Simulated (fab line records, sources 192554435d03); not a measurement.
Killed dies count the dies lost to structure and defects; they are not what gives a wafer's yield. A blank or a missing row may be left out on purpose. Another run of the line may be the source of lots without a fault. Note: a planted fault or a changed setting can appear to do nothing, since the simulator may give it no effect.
Matching of chambers || flow n5 finfet || N5_FIN_SAQP_HM_DEP_72 on pecvd-04 has 3 sister chambers
The step deposits SiO2 from SiH4/N2O, target thk 12 nm, time 7.2 s. 14 wafers are shown with their chamber, then 7 later ones without.

## WAFERS WITH THEIR CHAMBER
{"wafer": "L074.3", "chamber": 0, "showerhead plenum p Torr (Torr)": 8.35, "heater power w (W)": 892}
{"wafer": "L074.4", "chamber": 1, "showerhead plenum p Torr (Torr)": 8.26, "heater power w (W)": 914}
{"wafer": "L074.5", "chamber": 0, "showerhead plenum p Torr (Torr)": 8.37, "heater power w (W)": 893}
{"wafer": "L075.1", "chamber": 1, "showerhead plenum p Torr (Torr)": 8.28, "heater power w (W)": 1019}
{"wafer": "L075.2", "chamber": 0, "showerhead plenum p Torr (Torr)": 8.36, "heater power w (W)": 889}
{"wafer": "L075.3", "chamber": 2, "showerhead plenum p Torr (Torr)": 8.01, "heater power w (W)": 871}
{"wafer": "L075.4", "chamber": 2, "showerhead plenum p Torr (Torr)": 8.05, "heater power w (W)": 831}
{"wafer": "L075.5", "chamber": 0, "showerhead plenum p Torr (Torr)": 8.36, "heater power w (W)": 876}
{"wafer": "L075.6", "chamber": 1, "showerhead plenum p Torr (Torr)": 8.27, "heater power w (W)": 1066}
{"wafer": "L079.1", "chamber": 2, "showerhead plenum p Torr (Torr)": 8.01, "heater power w (W)": 801}
{"wafer": "L079.2", "chamber": 0, "showerhead plenum p Torr (Torr)": 8.38, "heater power w (W)": 889}
{"wafer": "L079.6", "chamber": 2, "showerhead plenum p Torr (Torr)": 8.01, "heater power w (W)": 811}
{"wafer": "L084.2", "chamber": 2, "showerhead plenum p Torr (Torr)": 8.03, "heater power w (W)": 927}
{"wafer": "L084.3", "chamber": 0, "showerhead plenum p Torr (Torr)": 8.36, "heater power w (W)": 892}

SIGNATURES (means of the wafers above)
{"reading": "showerhead plenum p Torr", "chamber 0": 8.3633, "chamber 1": 8.2700, "chamber 2": 8.0220, "scatter within a chamber": 0.0135}
{"reading": "heater power w", "chamber 0": 888.50, "chamber 1": 999.67, "chamber 2": 848.20, "scatter within a chamber": 45.7}
Rule: a wafer lies at a distance from a chamber equal to the root of the sum of squares, over the readings, of (its reading less the chamber's mean, divided by the reading's scatter). The wafer belongs to the nearest chamber; if the next one is less than 2 further off, it can't be placed. The scatter: the root of (the sum of the squares of (reading less its chamber's mean) over the shown wafers, divided by (wafers less chambers)).

## WAFERS WHOSE CHAMBER IS MISSING
{"wafer": "L084.6", "showerhead plenum p Torr (Torr)": 8.33, "heater power w (W)": 888}
{"wafer": "L090.2", "showerhead plenum p Torr (Torr)": 8.25, "heater power w (W)": 981}
{"wafer": "L090.3", "showerhead plenum p Torr (Torr)": 8.03, "heater power w (W)": 900}
{"wafer": "L090.5", "showerhead plenum p Torr (Torr)": 8.37, "heater power w (W)": 887}
{"wafer": "L096.1", "showerhead plenum p Torr (Torr)": 8.02, "heater power w (W)": 914}
{"wafer": "L096.2", "showerhead plenum p Torr (Torr)": 8.27, "heater power w (W)": 1020}
{"wafer": "L096.6", "showerhead plenum p Torr (Torr)": 8.36, "heater power w (W)": 804}

## EACH ONE'S CHAMBER
{"wafer": "L084.6", "from the rows above": 0, "in truth": 0}
{"wafer": "L090.2", "from the rows above": 1, "in truth": 1}
{"wafer": "L090.3", "from the rows above": 2, "in truth": 2}
{"wafer": "L090.5", "from the rows above": 0, "in truth": 0}
{"wafer": "L096.1", "from the rows above": 2, "in truth": 2}
{"wafer": "L096.2", "from the rows above": 1, "in truth": 1}
{"wafer": "L096.6", "from the rows above": 0, "in truth": 0}
Placed correctly: 7 of 7. Number that these rows cannot place: 0. 0 placed wrongly.
